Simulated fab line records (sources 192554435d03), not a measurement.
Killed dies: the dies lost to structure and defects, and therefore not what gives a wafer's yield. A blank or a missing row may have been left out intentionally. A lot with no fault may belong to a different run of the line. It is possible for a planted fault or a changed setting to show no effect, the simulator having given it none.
fab line records / flow n5Finfet / part 2 of 2: steps 21 to 30 of 30
record lots=5 wafers=15 lastDay=19
route steps=1938 shown BEOL_M7@1305 BEOL_M8@1332
lots with no fault: from the same line, run without faults
startH: hours from the record's opening day to when the first of the lot's shown wafers began / waitH: hours from the lot's prior step to this one / " identical to the entry in the row above / L1.1+2: a single row standing in for several wafers / - either no value or no given start / * or withheld: withheld / < > ~ a bound
route shown NAME@n: NAME is a module with steps in the file, n the number in the route of the first one / usual: average and standard deviation across the fault-free wafers / same: alike in all rows / chamber/n: place in a boat / sites: readings site by site / _std_site: how widely they spread, as a standard deviation / _edge_site: inner sites' mean taken away from outer sites' mean / radiusMm: for every site, how far away it sits from the centre of the wafer / mask NAME#n: copy n / behind: the last tool/chamber to shape the wafer / hold: the reason the lot was held/the length of the hold in hours/how it ended / device: the transistor (n, p or np) that didn't switch / end of line: the tests these same wafers got at the end of their route / for a step that has no rows: nothing shown but its recipe / killed: not the wafer's yield, but the dies lost to structure and defects at the first sort / map: the dies of a wafer, with x for killed, . for not killed, _ for no die there
set.NAME: setting as actually run; set.NAME@STEP: the setting as run at that earlier step / model.NAME: the simulator's own value behind a step, which no gauge read
lots seen at some steps along the route; tables by step, rows by wafer
services: the hour from which a tool's chamber was out of use, counted from the record's first day as startH (under 0 if before that day), plus the number of hours and why
## steps
# step N5_BEOL_M7_ANNEAL_51
# recipe tempC=225 timeS=90 ambient=N2
# usual annealTempC=225.00/0.17 annealTempCMax=226.0/0.42 wafer_temp_C_max=225.81/0.2
lot.wafer=L082.2 tool=rtpAnneal-01 chamber=0 startH=283.71 waitH=0.2 annealTempC=224.89 annealTempCMax=226.2 wafer_temp_C_max=225.76
lot.wafer=L082.3 tool=rtpAnneal-01 chamber=0 startH=283.71 waitH=0.2 annealTempC=224.87 annealTempCMax=226.0 wafer_temp_C_max=225.61
lot.wafer=L082.5 tool=rtpAnneal-01 chamber=0 startH=283.71 waitH=0.2 annealTempC=224.93 annealTempCMax=226.2 wafer_temp_C_max=225.65
lot.wafer=L081.1 tool=rtpAnneal-01 chamber=0 startH=284.20 waitH=0.3 annealTempC=224.88 annealTempCMax=226.3 wafer_temp_C_max=225.67
lot.wafer=L081.4 tool=rtpAnneal-01 chamber=0 startH=284.20 waitH=0.3 annealTempC=224.82 annealTempCMax=226.1 wafer_temp_C_max=225.88
lot.wafer=L081.6 tool=rtpAnneal-01 chamber=0 startH=284.20 waitH=0.3 annealTempC=224.82 annealTempCMax=226.4 wafer_temp_C_max=225.76
lot.wafer=L089.2 tool=rtpAnneal-01 chamber=0 startH=336.90 waitH=0.4 annealTempC=225.10 annealTempCMax=226.4 wafer_temp_C_max=225.80
lot.wafer=L089.5 tool=rtpAnneal-01 chamber=0 startH=336.90 waitH=0.4 annealTempC=225.19 annealTempCMax=226.5 wafer_temp_C_max=226.07
lot.wafer=L089.6 tool=rtpAnneal-01 chamber=0 startH=336.90 waitH=0.4 annealTempC=225.00 annealTempCMax=226.3 wafer_temp_C_max=225.87
lot.wafer=L090.3 tool=rtpAnneal-02 chamber=0 startH=345.20 waitH=0.8 annealTempC=224.87 annealTempCMax=225.5 wafer_temp_C_max=225.51
lot.wafer=L090.4 tool=rtpAnneal-02 chamber=0 startH=345.20 waitH=0.8 annealTempC=224.91 annealTempCMax=225.5 wafer_temp_C_max=226.06
lot.wafer=L090.5 tool=rtpAnneal-02 chamber=0 startH=345.20 waitH=0.8 annealTempC=224.77 annealTempCMax=225.5 wafer_temp_C_max=225.92
lot.wafer=L096.3 tool=rtpAnneal-02 chamber=0 startH=381.40 waitH=0.3 annealTempC=225.08 annealTempCMax=225.8 wafer_temp_C_max=225.57
lot.wafer=L096.5 tool=rtpAnneal-02 chamber=0 startH=381.40 waitH=0.3 annealTempC=224.75 annealTempCMax=225.4 wafer_temp_C_max=226.11
lot.wafer=L096.6 tool=rtpAnneal-02 chamber=0 startH=381.40 waitH=0.3 annealTempC=224.80 annealTempCMax=225.6 wafer_temp_C_max=225.73
# step N5_BEOL_M7_CMP_52
# recipe stopOn=SiCOH_lowk tOverpolishS=6.9 downForcePsi=1 platenRpm=50 clearingPlatenDownForcePsi=1.5 clearingPlatenRpm=50 postCmpClean=cuAlkaline targetThkNm=80 clearingPlatenPadVelocityMS=0.99484 padVelocityMS=0.99484
# usual barrierFieldEndpointS=29.1/0.88 motorCurrentA=6.2/0.72 overpolishRunS=6.900/0.0094 timeToEndpointS=63/3.4
lot.wafer=L082.2 tool=cmp-02 chamber=3 startH=283.96 waitH=0.2 barrierFieldEndpointS=28.6 motorCurrentA=6.8 overpolishRunS=6.898 timeToEndpointS=67
lot.wafer=L082.3 tool=cmp-02 chamber=0 startH=283.96 waitH=0.2 barrierFieldEndpointS=29.2 motorCurrentA=7.1 overpolishRunS=6.881 timeToEndpointS=65
lot.wafer=L082.5 tool=cmp-02 chamber=0 startH=283.96 waitH=0.2 barrierFieldEndpointS=29.2 motorCurrentA=6.9 overpolishRunS=6.893 timeToEndpointS=68
lot.wafer=L081.4 tool=cmp-01 chamber=3 startH=284.54 waitH=0.2 barrierFieldEndpointS=28.8 motorCurrentA=5.5 overpolishRunS=6.907 timeToEndpointS=61
lot.wafer=L081.1 tool=cmp-01 chamber=0 startH=284.54 waitH=0.2 barrierFieldEndpointS=27.4 motorCurrentA=6.8 overpolishRunS=6.902 timeToEndpointS=58
lot.wafer=L081.6 tool=cmp-01 chamber=2 startH=284.54 waitH=0.2 barrierFieldEndpointS=29.1 motorCurrentA=7.3 overpolishRunS=6.889 timeToEndpointS=61
lot.wafer=L089.2 tool=cmp-03 chamber=0 startH=337.26 waitH=0.3 barrierFieldEndpointS=28.9 motorCurrentA=5.5 overpolishRunS=6.908 timeToEndpointS=64
lot.wafer=L089.6 tool=cmp-03 chamber=1 startH=337.26 waitH=0.3 barrierFieldEndpointS=28.9 motorCurrentA=5.3 overpolishRunS=6.912 timeToEndpointS=67
lot.wafer=L089.5 tool=cmp-03 chamber=2 startH=337.26 waitH=0.3 barrierFieldEndpointS=29.6 motorCurrentA=6.1 overpolishRunS=6.907 timeToEndpointS=68
lot.wafer=L090.3 tool=cmp-02 chamber=1 startH=345.75 waitH=0.5 barrierFieldEndpointS=29.1 motorCurrentA=5.9 overpolishRunS=6.887 timeToEndpointS=61
lot.wafer=L090.4 tool=cmp-02 chamber=0 startH=345.75 waitH=0.5 barrierFieldEndpointS=30.1 motorCurrentA=7.4 overpolishRunS=6.893 timeToEndpointS=62
lot.wafer=L090.5 tool=cmp-02 chamber=2 startH=345.75 waitH=0.5 barrierFieldEndpointS=30.0 motorCurrentA=6.4 overpolishRunS=6.917 timeToEndpointS=62
lot.wafer=L096.3 tool=cmp-03 chamber=1 startH=381.65 waitH=0.2 barrierFieldEndpointS=28.9 motorCurrentA=5.4 overpolishRunS=6.903 timeToEndpointS=68
lot.wafer=L096.5 tool=cmp-03 chamber=0 startH=381.65 waitH=0.2 barrierFieldEndpointS=29.0 motorCurrentA=5.6 overpolishRunS=6.896 timeToEndpointS=63
lot.wafer=L096.6 tool=cmp-03 chamber=1 startH=381.65 waitH=0.2 barrierFieldEndpointS=28.8 motorCurrentA=5.5 overpolishRunS=6.912 timeToEndpointS=64
# step N5_BEOL_M7_THK_MEAS_53
# recipe thkMeasGauge=xrf reads=Cu_of_BEOL_M7_ECD_50
# usual M7_THK=80.1/2.1
lot.wafer=L082.2 tool=filmMetro-02 chamber=- startH=284.25 waitH=- M7_THK[nm]=79.6
lot.wafer=L082.3 tool=filmMetro-02 chamber=- startH=284.25 waitH=- M7_THK[nm]=80.4
lot.wafer=L082.5 tool=filmMetro-02 chamber=- startH=284.25 waitH=- M7_THK[nm]=80.3
lot.wafer=L081.1 tool=filmMetro-01 chamber=- startH=284.79 waitH=- M7_THK[nm]=76.1
lot.wafer=L081.4 tool=filmMetro-01 chamber=- startH=284.79 waitH=- M7_THK[nm]=77.2
lot.wafer=L081.6 tool=filmMetro-01 chamber=- startH=284.79 waitH=- M7_THK[nm]=79.4
lot.wafer=L089.2 tool=filmMetro-01 chamber=- startH=337.44 waitH=- M7_THK[nm]=80.2
lot.wafer=L089.5 tool=filmMetro-01 chamber=- startH=337.44 waitH=- M7_THK[nm]=79.7
lot.wafer=L089.6 tool=filmMetro-01 chamber=- startH=337.44 waitH=- M7_THK[nm]=78.8
lot.wafer=L090.3 tool=filmMetro-02 chamber=- startH=346.05 waitH=- M7_THK[nm]=80.2
lot.wafer=L090.4 tool=filmMetro-02 chamber=- startH=346.05 waitH=- M7_THK[nm]=82.4
lot.wafer=L090.5 tool=filmMetro-02 chamber=- startH=346.05 waitH=- M7_THK[nm]=80.5
lot.wafer=L096.3 tool=filmMetro-01 chamber=- startH=381.91 waitH=- M7_THK[nm]=77.0
lot.wafer=L096.5 tool=filmMetro-01 chamber=- startH=381.91 waitH=- M7_THK[nm]=78.5
lot.wafer=L096.6 tool=filmMetro-01 chamber=- startH=381.91 waitH=- M7_THK[nm]=83.2
# step N5_BEOL_M7_PRE_CLEAN_55
# recipe gas=NH3 timeS=15 tempC=withheld rfPowerW=300
lot.wafer=L082.2+3+5 tool=pecvd-03 chamber=2,1,2 startH=284.29 waitH=0.0
lot.wafer=L081.1+4+6 tool=pecvd-03 chamber=0,1,2 startH=284.83 waitH=0.0
lot.wafer=L089.2+5+6 tool=pecvd-04 chamber=1,1,2 startH=337.48 waitH=0.0
lot.wafer=L090.3+4+5 tool=pecvd-03 chamber=0,1,2 startH=346.08 waitH=0.0
lot.wafer=L096.3+5+6 tool=pecvd-03 chamber=2,0,1 startH=381.94 waitH=0.0
# step N5_BEOL_M7_DEP_56
# recipe material=SiCN targetThkA=100 tempC=withheld precursor=3MS/NH3 pressureTorr=3 rfW=202 timeS=17.5
# usual showerheadPlenumPTorr=3.660/0.013 throttleValvePct=8.9/0.57
lot.wafer=L082.2 tool=pecvd-03 chamber=2 startH=284.31 waitH=0.0 showerheadPlenumPTorr=3.670 throttleValvePct=8.1
lot.wafer=L082.3 tool=pecvd-03 chamber=1 startH=284.31 waitH=0.0 showerheadPlenumPTorr=3.657 throttleValvePct=8.7
lot.wafer=L082.5 tool=pecvd-03 chamber=2 startH=284.31 waitH=0.0 showerheadPlenumPTorr=3.673 throttleValvePct=8.0
lot.wafer=L081.1 tool=pecvd-03 chamber=0 startH=284.85 waitH=0.0 showerheadPlenumPTorr=3.663 throttleValvePct=9.8
lot.wafer=L081.4 tool=pecvd-03 chamber=1 startH=284.85 waitH=0.0 showerheadPlenumPTorr=3.651 throttleValvePct=8.8
lot.wafer=L081.6 tool=pecvd-03 chamber=2 startH=284.85 waitH=0.0 showerheadPlenumPTorr=3.666 throttleValvePct=7.8
lot.wafer=L089.2 tool=pecvd-04 chamber=1 startH=337.52 waitH=0.0 showerheadPlenumPTorr=3.681 throttleValvePct=8.5
lot.wafer=L089.5 tool=pecvd-04 chamber=1 startH=337.52 waitH=0.0 showerheadPlenumPTorr=3.678 throttleValvePct=8.7
lot.wafer=L089.6 tool=pecvd-04 chamber=2 startH=337.52 waitH=0.0 showerheadPlenumPTorr=3.656 throttleValvePct=8.5
lot.wafer=L090.3 tool=pecvd-03 chamber=0 startH=346.11 waitH=0.0 showerheadPlenumPTorr=3.668 throttleValvePct=9.7
lot.wafer=L090.4 tool=pecvd-03 chamber=1 startH=346.11 waitH=0.0 showerheadPlenumPTorr=3.662 throttleValvePct=8.8
lot.wafer=L090.5 tool=pecvd-03 chamber=2 startH=346.11 waitH=0.0 showerheadPlenumPTorr=3.673 throttleValvePct=8.0
lot.wafer=L096.3 tool=pecvd-03 chamber=2 startH=381.97 waitH=0.0 showerheadPlenumPTorr=3.671 throttleValvePct=8.1
lot.wafer=L096.5 tool=pecvd-03 chamber=0 startH=381.97 waitH=0.0 showerheadPlenumPTorr=3.667 throttleValvePct=9.6
lot.wafer=L096.6 tool=pecvd-03 chamber=1 startH=381.97 waitH=0.0 showerheadPlenumPTorr=3.651 throttleValvePct=8.7
# step N5_BEOL_M7_RS_MEAS_57
# recipe thkMeasGauge=four-point-probe reads=Cu_of_BEOL_M7_ECD_50+Co_of_BEOL_M7_CVD_78+TaN_of_BEOL_M7_ALD_77
# usual M7_RS=0.283/0.0081
lot.wafer=L082.2 tool=filmMetro-01 chamber=- startH=284.38 waitH=0.1 M7_RS[ohm/sq]=0.288
lot.wafer=L082.3 tool=filmMetro-01 chamber=- startH=284.38 waitH=0.1 M7_RS[ohm/sq]=0.283
lot.wafer=L082.5 tool=filmMetro-01 chamber=- startH=284.38 waitH=0.1 M7_RS[ohm/sq]=0.283
lot.wafer=L081.1 tool=filmMetro-02 chamber=- startH=284.92 waitH=0.1 M7_RS[ohm/sq]=0.296
lot.wafer=L081.4 tool=filmMetro-02 chamber=- startH=284.92 waitH=0.1 M7_RS[ohm/sq]=0.292
lot.wafer=L081.6 tool=filmMetro-02 chamber=- startH=284.92 waitH=0.1 M7_RS[ohm/sq]=0.283
lot.wafer=L089.2 tool=filmMetro-01 chamber=- startH=337.60 waitH=0.1 M7_RS[ohm/sq]=0.279
lot.wafer=L089.5 tool=filmMetro-01 chamber=- startH=337.60 waitH=0.1 M7_RS[ohm/sq]=0.280
lot.wafer=L089.6 tool=filmMetro-01 chamber=- startH=337.60 waitH=0.1 M7_RS[ohm/sq]=0.284
lot.wafer=L090.3 tool=filmMetro-02 chamber=- startH=346.18 waitH=0.1 M7_RS[ohm/sq]=0.283
lot.wafer=L090.4 tool=filmMetro-02 chamber=- startH=346.18 waitH=0.1 M7_RS[ohm/sq]=0.273
lot.wafer=L090.5 tool=filmMetro-02 chamber=- startH=346.18 waitH=0.1 M7_RS[ohm/sq]=0.280
lot.wafer=L096.3 tool=filmMetro-01 chamber=- startH=382.04 waitH=0.1 M7_RS[ohm/sq]=0.294
lot.wafer=L096.5 tool=filmMetro-01 chamber=- startH=382.04 waitH=0.1 M7_RS[ohm/sq]=0.289
lot.wafer=L096.6 tool=filmMetro-01 chamber=- startH=382.04 waitH=0.1 M7_RS[ohm/sq]=0.271
# step N5_BEOL_M7_INSPECT_58
# recipe inspectInstrument=darkfield mode=postDep
# usual rawDefectCount=76/32
lot.wafer=L082.2 tool=defectInspect-01 chamber=- startH=284.41 waitH=0.0 rawDefectCount=106
lot.wafer=L082.3 tool=defectInspect-01 chamber=- startH=284.41 waitH=0.0 rawDefectCount=83
lot.wafer=L082.5 tool=defectInspect-01 chamber=- startH=284.41 waitH=0.0 rawDefectCount=105
lot.wafer=L081.1 tool=defectInspect-01 chamber=- startH=284.95 waitH=0.0 rawDefectCount=50
lot.wafer=L081.4 tool=defectInspect-01 chamber=- startH=284.95 waitH=0.0 rawDefectCount=60
lot.wafer=L081.6 tool=defectInspect-01 chamber=- startH=284.95 waitH=0.0 rawDefectCount=86
lot.wafer=L089.2 tool=defectInspect-01 chamber=- startH=337.63 waitH=0.0 rawDefectCount=80
lot.wafer=L089.5 tool=defectInspect-01 chamber=- startH=337.63 waitH=0.0 rawDefectCount=73
lot.wafer=L089.6 tool=defectInspect-01 chamber=- startH=337.63 waitH=0.0 rawDefectCount=75
lot.wafer=L090.3 tool=defectInspect-02 chamber=- startH=346.21 waitH=0.0 rawDefectCount=145
lot.wafer=L090.4 tool=defectInspect-02 chamber=- startH=346.21 waitH=0.0 rawDefectCount=114
lot.wafer=L090.5 tool=defectInspect-02 chamber=- startH=346.21 waitH=0.0 rawDefectCount=109
lot.wafer=L096.3 tool=defectInspect-02 chamber=- startH=382.06 waitH=0.0 rawDefectCount=65
lot.wafer=L096.5 tool=defectInspect-02 chamber=- startH=382.06 waitH=0.0 rawDefectCount=52
lot.wafer=L096.6 tool=defectInspect-02 chamber=- startH=382.06 waitH=0.0 rawDefectCount=69
# step N5_BEOL_M8_ILD_DEP_00
# recipe material=SiCOH_lowk targetThkA=1797.5 tempC=300 precursor=DEMS/porogen pressureTorr=5 rfW=500 timeS=33.4
# usual heaterPowerW=316/36 showerheadPlenumPTorr=5.732/0.018 throttleValvePct=13.7/0.83
lot.wafer=L082.2 tool=pecvd-02 chamber=1 startH=284.45 waitH=0.0 heaterPowerW=344 showerheadPlenumPTorr=5.761 throttleValvePct=13.7
lot.wafer=L082.3 tool=pecvd-02 chamber=0 startH=284.45 waitH=0.0 heaterPowerW=392 showerheadPlenumPTorr=5.745 throttleValvePct=14.4
lot.wafer=L082.5 tool=pecvd-02 chamber=2 startH=284.45 waitH=0.0 heaterPowerW=373 showerheadPlenumPTorr=5.706 throttleValvePct=14.1
lot.wafer=L081.1 tool=pecvd-03 chamber=1 startH=284.99 waitH=0.0 heaterPowerW=336 showerheadPlenumPTorr=5.715 throttleValvePct=13.3
lot.wafer=L081.4 tool=pecvd-03 chamber=0 startH=284.99 waitH=0.0 heaterPowerW=292 showerheadPlenumPTorr=5.742 throttleValvePct=14.7
lot.wafer=L081.6 tool=pecvd-03 chamber=2 startH=284.99 waitH=0.0 heaterPowerW=337 showerheadPlenumPTorr=5.745 throttleValvePct=12.5
lot.wafer=L089.2 tool=pecvd-01 chamber=0 startH=337.67 waitH=0.0 heaterPowerW=297 showerheadPlenumPTorr=5.733 throttleValvePct=14.7
lot.wafer=L089.5 tool=pecvd-01 chamber=1 startH=337.67 waitH=0.0 heaterPowerW=296 showerheadPlenumPTorr=5.712 throttleValvePct=13.3
lot.wafer=L089.6 tool=pecvd-01 chamber=0 startH=337.67 waitH=0.0 heaterPowerW=313 showerheadPlenumPTorr=5.738 throttleValvePct=14.4
lot.wafer=L090.3 tool=pecvd-03 chamber=0 startH=346.24 waitH=0.0 heaterPowerW=309 showerheadPlenumPTorr=5.740 throttleValvePct=14.8
lot.wafer=L090.4 tool=pecvd-03 chamber=2 startH=346.24 waitH=0.0 heaterPowerW=324 showerheadPlenumPTorr=5.744 throttleValvePct=12.3
lot.wafer=L090.5 tool=pecvd-03 chamber=1 startH=346.24 waitH=0.0 heaterPowerW=327 showerheadPlenumPTorr=5.721 throttleValvePct=13.4
lot.wafer=L096.3 tool=pecvd-03 chamber=0 startH=382.10 waitH=0.0 heaterPowerW=284 showerheadPlenumPTorr=5.730 throttleValvePct=15.1
lot.wafer=L096.5 tool=pecvd-03 chamber=1 startH=382.10 waitH=0.0 heaterPowerW=299 showerheadPlenumPTorr=5.721 throttleValvePct=13.5
lot.wafer=L096.6 tool=pecvd-03 chamber=0 startH=382.10 waitH=0.0 heaterPowerW=295 showerheadPlenumPTorr=5.739 throttleValvePct=14.8
# step N5_BEOL_M8_CURE_74
# recipe tempC=385 timeS=240 ambient=He/Ar material=SiCOH_lowk
# usual lampPowerPct=52.31/0.051 wafer_temp_C_max=386.9/0.65
lot.wafer=L082.2 tool=uvCure-03 chamber=0 startH=284.64 waitH=0.2 lampPowerPct=52.34 wafer_temp_C_max=387.0
lot.wafer=L082.3 tool=uvCure-03 chamber=0 startH=284.64 waitH=0.2 lampPowerPct=52.29 wafer_temp_C_max=386.5
lot.wafer=L082.5 tool=uvCure-03 chamber=0 startH=284.64 waitH=0.2 lampPowerPct=52.39 wafer_temp_C_max=386.8
lot.wafer=L081.1 tool=uvCure-03 chamber=1 startH=285.05 waitH=0.0 lampPowerPct=52.28 wafer_temp_C_max=387.9
lot.wafer=L081.4 tool=uvCure-03 chamber=1 startH=285.05 waitH=0.0 lampPowerPct=52.31 wafer_temp_C_max=386.8
lot.wafer=L081.6 tool=uvCure-03 chamber=1 startH=285.05 waitH=0.0 lampPowerPct=52.36 wafer_temp_C_max=386.9
lot.wafer=L089.2 tool=uvCure-03 chamber=1 startH=337.90 waitH=0.2 lampPowerPct=52.38 wafer_temp_C_max=386.9
lot.wafer=L089.5 tool=uvCure-03 chamber=1 startH=337.90 waitH=0.2 lampPowerPct=52.39 wafer_temp_C_max=387.4
lot.wafer=L089.6 tool=uvCure-03 chamber=1 startH=337.90 waitH=0.2 lampPowerPct=52.34 wafer_temp_C_max=387.5
lot.wafer=L090.3 tool=uvCure-03 chamber=1 startH=347.47 waitH=1.2 lampPowerPct=52.33 wafer_temp_C_max=387.0
lot.wafer=L090.4 tool=uvCure-03 chamber=1 startH=347.47 waitH=1.2 lampPowerPct=52.31 wafer_temp_C_max=387.0
lot.wafer=L090.5 tool=uvCure-03 chamber=1 startH=347.47 waitH=1.2 lampPowerPct=52.32 wafer_temp_C_max=387.2
lot.wafer=L096.3 tool=uvCure-03 chamber=0 startH=382.33 waitH=0.2 lampPowerPct=52.31 wafer_temp_C_max=386.6
lot.wafer=L096.5 tool=uvCure-03 chamber=0 startH=382.33 waitH=0.2 lampPowerPct=52.37 wafer_temp_C_max=386.9
lot.wafer=L096.6 tool=uvCure-03 chamber=0 startH=382.33 waitH=0.2 lampPowerPct=52.28 wafer_temp_C_max=386.5
# step N5_BEOL_M8_THK_MEAS_01
# recipe reads=SiCOH_lowk_of_BEOL_M8_ILD_DEP_00
# usual M8_ILD_THK=155.0/1.9
lot.wafer=L082.2 tool=filmMetro-01 chamber=- startH=285.08 waitH=0.4 M8_ILD_THK[nm]=155.2
lot.wafer=L082.3 tool=filmMetro-01 chamber=- startH=285.08 waitH=0.4 M8_ILD_THK[nm]=154.0
lot.wafer=L082.5 tool=filmMetro-01 chamber=- startH=285.08 waitH=0.4 M8_ILD_THK[nm]=155.1
lot.wafer=L081.1 tool=filmMetro-01 chamber=- startH=285.56 waitH=0.4 M8_ILD_THK[nm]=153.1
lot.wafer=L081.4 tool=filmMetro-01 chamber=- startH=285.56 waitH=0.4 M8_ILD_THK[nm]=156.4
lot.wafer=L081.6 tool=filmMetro-01 chamber=- startH=285.56 waitH=0.4 M8_ILD_THK[nm]=156.7
lot.wafer=L089.2 tool=filmMetro-02 chamber=- startH=338.33 waitH=0.4 M8_ILD_THK[nm]=152.9
lot.wafer=L089.5 tool=filmMetro-02 chamber=- startH=338.33 waitH=0.4 M8_ILD_THK[nm]=155.6
lot.wafer=L089.6 tool=filmMetro-02 chamber=- startH=338.33 waitH=0.4 M8_ILD_THK[nm]=156.8
lot.wafer=L090.3 tool=filmMetro-01 chamber=- startH=348.14 waitH=0.5 M8_ILD_THK[nm]=152.8
lot.wafer=L090.4 tool=filmMetro-01 chamber=- startH=348.14 waitH=0.5 M8_ILD_THK[nm]=155.5
lot.wafer=L090.5 tool=filmMetro-01 chamber=- startH=348.14 waitH=0.5 M8_ILD_THK[nm]=155.9
lot.wafer=L096.3 tool=filmMetro-01 chamber=- startH=382.68 waitH=0.3 M8_ILD_THK[nm]=153.8
lot.wafer=L096.5 tool=filmMetro-01 chamber=- startH=382.68 waitH=0.3 M8_ILD_THK[nm]=158.3
lot.wafer=L096.6 tool=filmMetro-01 chamber=- startH=382.68 waitH=0.3 M8_ILD_THK[nm]=160.3
## services
tool=pecvd-01 chamber=- startH=266.95 hours=2.8 kind=pm
tool=uvCure-01 chamber=- startH=269.51 hours=7.6 kind=repair
tool=cmp-03 chamber=- startH=270.53 hours=4.2 kind=repair
tool=uvCure-03 chamber=- startH=271.16 hours=7.7 kind=repair
tool=pecvd-01 chamber=1 startH=278.52 hours=4.2 kind=repair
tool=aldMetal-03 chamber=- startH=280.48 hours=0.8 kind=repair
tool=uvCure-01 chamber=- startH=284.05 hours=2.1 kind=pm
tool=pecvd-01 chamber=2 startH=284.94 hours=19.7 kind=repair
tool=pecvd-04 chamber=- startH=296.71 hours=4.4 kind=repair
tool=aldMetal-02 chamber=- startH=299.15 hours=0.8 kind=repair
tool=rieDiel-01 chamber=0 startH=301.70 hours=3.2 kind=repair
tool=cmp-02 chamber=- startH=301.97 hours=3.8 kind=pm
tool=wetBench-03 chamber=- startH=305.25 hours=3.7 kind=repair
tool=cmp-03 chamber=- startH=306.56 hours=5.8 kind=pm
tool=cmp-01 chamber=- startH=316.18 hours=0.9 kind=repair
tool=cmp-01 chamber=- startH=322.86 hours=4.0 kind=pm
tool=cmp-03 chamber=- startH=338.77 hours=7.0 kind=repair
tool=cmp-03 chamber=- startH=355.51 hours=4.0 kind=pm
tool=aldMetal-03 chamber=1 startH=356.26 hours=53.9 kind=repair
tool=cvdCo-01 chamber=- startH=357.62 hours=6.9 kind=pm
tool=pvdSputter-01 chamber=- startH=376.86 hours=2.8 kind=repair
tool=rieDiel-01 chamber=0 startH=378.42 hours=9.6 kind=repair
tool=rieDiel-05 chamber=3 startH=378.97 hours=14.3 kind=repair
tool=rieDiel-05 chamber=0 startH=379.15 hours=1.6 kind=repair
